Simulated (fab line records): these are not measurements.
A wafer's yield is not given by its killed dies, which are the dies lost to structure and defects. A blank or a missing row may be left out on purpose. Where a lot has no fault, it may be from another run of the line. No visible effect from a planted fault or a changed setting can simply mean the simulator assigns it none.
fab line records	flow nand_harc
record: lots: 13	wafers: 39	last_day: 32
route steps=1302 shown P_M1@315 P_M2@329
lots that met no fault: from a run of the same line without faults
start_h: the number of hours between the record's first day and the start of the first shown wafer of the lot	wait_h: hours elapsed since this lot's preceding step	" the same as in the row above	L1.1+2: a row that stands for several wafers	- no value present, or no start provided	* or withheld: withheld	< > ~ a bound
route shown NAME@n: a module of which the file shows steps, and the number in the route of the first	usual: mean/standard deviation taken from wafers without a fault	same: alike in all rows	chamber/n: place in a boat	sites: each site's reading	_std_site: the values' standard deviation	_edge_site: inner sites' mean taken away from outer sites' mean	radius_mm: how far each site lies from the wafer's centre	mask NAME#n: copy n	behind: tool/chamber where the wafer was last shaped	hold: reason for holding the lot/hours on hold/outcome of the hold	device: whichever transistor did not switch (one of n, p or np)	end of line: the tests these same wafers got at the end of their route	where a step has no rows: the recipe by itself	killed: the dies lost at the first sort to structure and to defects; this is not the yield of the wafer	map: dies across one wafer; x = killed, . = not, _ = none there
set.NAME: the setting as run; set.NAME@STEP: as run at that earlier step	model.NAME: the simulator's own value behind a step, which no gauge read
a sample of lots followed through the steps of the route, with each step as a table and each wafer as a row
services: the hour from which a tool's chamber was out of use, counted from the record's first day as start_h (under 0 if before that day), plus the number of hours and why
== steps ==
step: NHARC_P_M1_INSPECT_27
usual: raw_defect_count: 285/130
lot.wafer	tool	chamber	start_h	wait_h	raw_defect_count
L482.3	defect_inspect-02	-	127.42	0.0	251
L482.5	"	-	"	"	249
L482.6	"	-	"	"	205
L483.1	defect_inspect-02	-	138.35	0.0	251
L483.5	"	-	"	"	156
L483.6	"	-	"	"	218
L484.1	defect_inspect-02	-	147.29	0.0	224
L484.3	"	-	"	"	158
L484.6	"	-	"	"	181
L485.2	defect_inspect-02	-	163.58	0.0	186
L485.4	"	-	"	"	116
L485.6	"	-	"	"	230
L487.1	defect_inspect-02	-	174.72	0.0	337
L487.2	"	-	"	"	384
L487.6	"	-	"	"	341
L489.4	defect_inspect-02	-	200.85	0.0	164
L489.5	"	-	"	"	199
L489.6	"	-	"	"	309
L490.2	defect_inspect-02	-	209.26	0.0	307
L490.4	"	-	"	"	424
L490.6	"	-	"	"	303
L492.2	defect_inspect-02	-	229.07	0.0	420
L492.3	"	-	"	"	328
L492.6	"	-	"	"	329
L494.1	defect_inspect-01	-	245.83	0.0	224
L494.5	"	-	"	"	236
L494.6	"	-	"	"	244
L495.1	defect_inspect-01	-	253.09	0.0	141
L495.3	"	-	"	"	273
L495.4	"	-	"	"	224
L497.1	defect_inspect-01	-	279.14	0.0	244
L497.2	"	-	"	"	216
L497.3	"	-	"	"	194
L501.1	defect_inspect-02	-	316.91	0.0	274
L501.3	"	-	"	"	275
L501.5	"	-	"	"	313
L500.2	defect_inspect-01	-	317.41	0.0	168
L500.4	"	-	"	"	342
L500.6	"	-	"	"	229
step: NHARC_P_M2_OVL_MEAS_10
recipe: pitch_nm: 340
usual: overlay_x_nm: 0.0/0.96	overlay_y_nm: -0.2/0.76
lot.wafer	tool	chamber	start_h	wait_h	overlay_x_nm	overlay_y_nm
L482.3	overlay-01	-	128.88	-	-0.1	-0.6
L482.5	"	-	"	"	0.0	-0.6
L482.6	"	-	"	"	-0.1	-0.4
L483.1	overlay-01	-	139.84	-	-0.1	-0.8
L483.5	"	-	"	"	-0.2	-0.9
L483.6	"	-	"	"	-0.2	-0.9
L484.1	overlay-02	-	148.77	-	-0.8	0.8
L484.3	"	-	"	"	-0.4	0.7
L484.6	"	-	"	"	-0.2	1.0
L485.2	overlay-01	-	165.06	-	-0.4	-0.4
L485.4	"	-	"	"	-0.1	0.2
L485.6	"	-	"	"	-0.5	0.3
L487.1	overlay-01	-	176.20	-	0.2	0.7
L487.2	"	-	"	"	0.2	0.4
L487.6	"	-	"	"	-0.1	0.5
L489.4	overlay-01	-	202.33	-	0.5	-2.1
L489.5	"	-	"	"	0.3	-1.9
L489.6	"	-	"	"	0.3	-1.1
L490.2	overlay-02	-	210.74	-	-0.7	0.9
L490.4	"	-	"	"	-0.1	0.4
L490.6	"	-	"	"	-0.5	0.5
L492.2	overlay-02	-	230.55	-	-1.2	-0.5
L492.3	"	-	"	"	-1.7	-0.4
L492.6	"	-	"	"	-1.5	-0.4
L494.1	overlay-01	-	247.19	-	0.7	-1.0
L494.5	"	-	"	"	0.5	-1.5
L494.6	"	-	"	"	0.4	-1.3
L495.1	overlay-02	-	254.45	-	-1.1	0.1
L495.3	"	-	"	"	-0.6	-0.1
L495.4	"	-	"	"	-1.2	-0.1
L497.1	overlay-02	-	280.63	-	0.3	-1.4
L497.2	"	-	"	"	0.3	-0.8
L497.3	"	-	"	"	0.8	-1.1
L501.1	overlay-01	-	318.38	-	0.7	0.1
L501.3	"	-	"	"	0.8	0.0
L501.5	"	-	"	"	0.4	-0.6
L500.2	overlay-01	-	318.99	-	0.4	0.5
L500.4	"	-	"	"	0.3	0.9
L500.6	"	-	"	"	0.4	1.2
step: NHARC_P_M2_ETCH_15
recipe: target_depth_a: 1825	time_s: 91.2	c4f8_flow_sccm: withheld	ar_flow_sccm: 400	rf_w: 600	bias_w: 300	chemistry: C4F8/Ar
usual: oes_product_au: 0.942/0.025	rf_vpp_V: 441.7/2.8
lot.wafer	tool	chamber	start_h	wait_h	oes_product_au	rf_hours_counter_h	rf_vpp_V
L482.3	rie_diel-07	0	129.16	-	0.953	0	439.7
L482.6	"	3	"	"	0.964	-	439.7
L482.5	"	0	"	"	0.945	-	439.0
L483.1	rie_diel-13	2	140.12	-	0.943	9	444.0
L483.5	"	0	"	"	0.926	-	440.3
L483.6	"	1	"	"	0.924	-	445.2
L484.3	rie_diel-13	1	149.05	-	0.929	7	445.0
L484.1	"	3	"	"	0.935	11	440.2
L484.6	"	1	"	"	0.928	-	444.7
L485.2	rie_diel-09	1	165.33	-	0.964	0	442.8
L485.4	"	3	"	"	0.955	0	445.6
L485.6	"	1	"	"	0.966	-	443.8
L487.1	rie_diel-13	2	176.47	-	1.009	0	443.9
L487.2	"	0	"	"	0.976	0	441.6
L487.6	"	2	"	"	1.002	-	444.4
L489.4	rie_diel-07	3	202.61	-	0.901	3	439.0
L489.6	"	2	"	"	0.929	-	435.3
L489.5	"	3	"	"	0.911	-	440.0
L490.2	rie_diel-13	2	211.02	-	0.955	3	444.9
L490.4	"	3	"	"	0.945	3	439.4
L490.6	"	2	"	"	0.959	-	444.0
L492.2	rie_diel-13	0	230.85	-	0.934	4	439.9
L492.3	"	1	"	"	0.928	5	445.6
L492.6	"	0	"	"	0.931	-	441.4
L494.1	rie_diel-07	0	247.47	-	0.910	6	439.5
L494.5	"	3	"	"	0.908	-	439.1
L494.6	"	0	"	"	0.916	-	438.4
L495.1	rie_diel-09	0	254.73	-	0.913	4	441.1
L495.3	"	1	"	"	0.949	4	444.5
L495.4	"	2	"	"	0.915	4	445.0
L497.1	rie_diel-13	1	280.91	-	0.937	9	443.4
L497.3	"	2	"	"	0.947	5	444.6
L497.2	"	3	"	"	0.939	9	438.0
L501.3	rie_diel-09	3	318.65	-	0.937	8	445.3
L501.1	"	1	"	"	0.984	8	442.2
L501.5	"	3	"	"	0.940	-	445.9
L500.2	rie_diel-07	2	319.28	-	0.959	1	435.8
L500.4	"	3	"	"	0.871	1	438.7
L500.6	"	0	"	"	0.867	-	440.2
step: NHARC_P_M2_ETCH_28
recipe: target_depth_a: 300	over_etch_frac: 0.3	time_s: 72.99	ion_energy_ev: 150	cf4_flow_sccm: 50	n2_flow_sccm: 100	ar_flow_sccm: 150	rf_w: 300	bias_w: 100	chemistry: CF4/N2
usual: drypump_motor_current_A: 5.6/0.49	oes_product_au: 0.997/0.017	rf_vpp_V: 315.0/2	showerhead_plenum_p_Torr: 2.68/0.11	throttle_valve_pct: 19.796/0.0095
lot.wafer	tool	chamber	start_h	wait_h	drypump_motor_current_A	oes_product_au	rf_hours_counter_h	rf_vpp_V	showerhead_plenum_p_Torr	throttle_valve_pct
L482.3	rie_diel-13	0	-	-	5.7	1.002	9	314.7	2.62	19.807
L482.6	"	0	"	"	5.7	1.007	-	314.0	2.62	19.803
L482.5	"	1	"	"	4.9	1.004	-	317.3	2.79	19.789
L483.1	rie_diel-07	2	-	-	5.7	1.002	1	310.7	2.45	19.795
L483.5	"	2	"	"	5.7	1.006	-	311.6	2.45	19.809
L483.6	"	3	"	"	5.6	0.975	-	314.1	2.57	19.798
L484.1	rie_diel-07	3	-	-	5.7	0.976	1	313.4	2.57	19.802
L484.3	"	1	"	"	5.0	0.991	1	316.1	2.76	19.805
L484.6	"	2	"	"	5.7	1.014	-	310.5	2.45	19.787
L485.2	rie_diel-07	1	-	-	5.0	1.004	1	316.7	2.76	19.768
L485.4	"	3	"	"	5.7	0.987	1	313.1	2.57	19.788
L485.6	"	1	"	"	5.0	0.998	-	316.8	2.76	19.800
L487.2	rie_diel-09	0	-	-	5.3	0.961	1	313.9	2.65	19.806
L487.1	"	1	"	"	5.9	0.996	1	314.5	2.73	19.797
L487.6	"	0	"	"	5.3	0.960	-	314.7	2.65	19.779
L489.4	rie_diel-13	0	-	-	5.7	1.016	1	313.1	2.62	19.793
L489.5	"	0	"	"	5.7	1.009	-	314.5	2.62	19.799
L489.6	"	1	"	"	4.9	1.003	-	315.5	2.78	19.805
L490.2	rie_diel-09	1	-	-	5.9	1.015	2	315.9	2.73	19.787
L490.4	"	3	"	"	5.7	0.981	3	317.3	2.82	19.785
L490.6	"	2	"	"	5.2	0.986	-	316.8	2.81	19.792
L492.2	rie_diel-09	0	-	-	5.3	0.980	4	314.5	2.65	19.785
L492.3	"	2	"	"	5.2	0.981	4	316.2	2.81	19.803
L492.6	"	0	"	"	5.3	0.972	-	313.4	2.65	19.801
L494.1	rie_diel-09	3	-	-	5.7	0.988	5	317.6	2.82	19.793
L494.5	"	2	"	"	5.2	0.977	-	316.9	2.81	19.798
L494.6	"	3	"	"	5.7	0.985	-	316.5	2.82	19.797
L495.4	rie_diel-13	0	-	-	5.7	0.987	7	314.0	2.61	19.789
L495.1	"	2	"	"	6.6	1.014	3	315.1	2.75	19.806
L495.3	"	3	"	"	6.3	1.023	8	312.3	2.56	19.778
L497.1	rie_diel-13	3	-	-	6.3	1.024	9	313.0	2.56	19.789
L497.2	"	0	"	"	5.7	1.006	9	313.4	2.61	19.783
L497.3	"	1	"	"	4.9	1.014	10	316.8	2.78	19.791
L501.3	rie_diel-13	2	-	-	6.5	1.025	9	316.9	2.75	19.769
L501.1	"	0	"	"	5.7	1.016	13	312.2	2.61	19.804
L501.5	"	2	"	"	6.6	1.020	-	316.7	2.75	19.802
L500.2	rie_diel-09	2	-	-	5.2	0.969	8	316.5	2.81	19.796
L500.4	"	3	"	"	5.7	0.969	8	316.7	2.82	19.811
L500.6	"	3	"	"	5.7	0.973	-	318.1	2.82	19.800
== services ==
tool	chamber	start_h	hours	kind
rie_diel-07	-	117.20	9.0	pm
rie_diel-13	0	119.53	-	clean
rie_diel-13	1	119.53	-	clean
rie_diel-13	2	119.53	-	clean
rie_diel-13	3	119.53	-	clean
rie_diel-13	1	120.04	4.3	repair
rie_diel-13	0	125.28	4.0	repair
rie_diel-13	0	134.27	2.6	repair
rie_diel-09	-	143.13	9.0	pm
rie_diel-13	0	144.03	-	clean
rie_diel-13	1	144.03	-	clean
rie_diel-13	2	144.03	-	clean
rie_diel-13	3	144.03	-	clean
rie_diel-13	-	165.00	9.0	pm
rie_diel-07	0	189.96	4.2	repair
rie_diel-13	2	220.15	34.9	repair
rie_diel-13	3	236.14	2.6	repair
rie_diel-07	-	239.29	0.7	repair
rie_diel-07	1	285.15	4.3	repair
rie_diel-09	0	286.43	3.3	repair
rie_diel-13	2	290.62	6.3	repair
rie_diel-07	-	294.21	9.0	pm
rie_diel-09	1	304.95	3.8	repair
rie_diel-13	3	305.49	14.4	repair
== key ==
first_sign: step: NHARC_P_M2_ETCH_15	reading: oes_product_au	direction: down	sigmas: 3	usual: 0.942	struck: 0.869
effect none on later readings
met_at NHARC_P_M2_ETCH_15
struck_lots L500
struck_wafers L500.4,L500.6
sort_left_out L500.4,L500.6
not_acting_at NHARC_P_M1_INSPECT_27,NHARC_P_M2_OVL_MEAS_10,NHARC_P_M2_ETCH_28
onset_between 247.47 319.28
fault: kind: process_parameter_drift	tool: rie_diel-07	chamber: -	onset_h: 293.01	steps: NHARC_P_M2_ETCH_15	channel: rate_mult	offset: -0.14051	shape: step	end_h: 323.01	scope: struck_wafers_only
sort_left_out: the simulated sort isn't trusted on such a fault, so these wafers' sort isn't shown, and their yield isn't known
